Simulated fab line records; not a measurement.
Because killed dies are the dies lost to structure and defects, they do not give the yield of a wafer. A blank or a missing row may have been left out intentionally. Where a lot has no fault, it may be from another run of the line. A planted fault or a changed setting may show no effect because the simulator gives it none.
Chamber matching ; flow n5-finfet ; N5_BEOL_M5_ETCH_61 on rie-diel-01 has 4 sister chambers
The step etches SiARC in CF4, target depth 15.6 nm, time 26 s. 16 wafers are shown with their chamber, then 8 later ones without.

== WAFERS, EACH WITH ITS CHAMBER ==
wafer;chamber;drypump-motor-current-A (A);showerhead-plenum-p-Torr (Torr);throttle-valve-pct (%)
L074.2;0;6.1;2.10;15.46
L074.3;2;6.0;2.10;15.43
L074.4;0;6.1;2.10;15.47
L076.1;0;6.1;2.10;15.47
L076.2;1;5.9;2.08;15.35
L076.4;2;6.0;2.10;15.43
L075.3;3;6.7;2.14;15.57
L075.4;1;5.9;2.08;15.38
L075.5;1;5.9;2.08;15.35
L085.1;2;6.0;2.09;15.49
L085.3;0;6.1;2.10;15.50
L085.5;2;6.1;2.09;15.49
L087.1;1;5.8;2.07;15.40
L087.3;3;6.7;2.13;15.63
L087.4;2;6.0;2.08;15.50
L088.1;3;6.7;2.13;15.62

SIGNATURES (means of the wafers above)
reading;chamber 0;chamber 1;chamber 2;chamber 3;scatter within a chamber
drypump-motor-current-A;6.100;5.875;6.020;6.700;0.0359
showerhead-plenum-p-Torr;2.1000;2.0775;2.0920;2.1333;0.00593
throttle-valve-pct;15.4750;15.3700;15.4680;15.6067;0.0284
Rule: for a wafer and a chamber, the distance is found by dividing, reading by reading, the gap between the wafer's reading and the chamber's mean by the reading's scatter, squaring, summing and taking the root. If the next closest chamber is less than 2 further off than the closest, the wafer can't be placed; otherwise it belongs to the closest. The scatter: take each reading less its chamber's mean, square it, sum over the shown wafers, divide by the number of wafers less the number of chambers, and take the root.

== WAFERS WITH NO CHAMBER GIVEN ==
wafer;drypump-motor-current-A (A);showerhead-plenum-p-Torr (Torr);throttle-valve-pct (%)
L088.4;5.8;2.07;15.41
L088.5;6.7;2.13;15.61
L089.3;6.7;2.13;15.64
L089.5;5.8;2.07;15.42
L089.6;6.1;2.09;15.53
L095.2;6.1;2.09;15.55
L095.3;6.6;2.12;15.66
L095.4;6.1;2.08;15.55

== THE CHAMBER EACH PASSED THROUGH ==
wafer;from the rows above;in truth
L088.4;1;1
L088.5;3;3
L089.3;3;3
L089.5;1;1
L089.6;can't be placed: 0 or 2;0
L095.2;can't be placed: 0 or 2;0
L095.3;3;3
L095.4;can't be placed: 2 or 0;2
Correct placement for 5 of the 8. From these rows, 3 cannot be placed; in 3 the true chamber is one of the candidates. 0 placed wrongly.
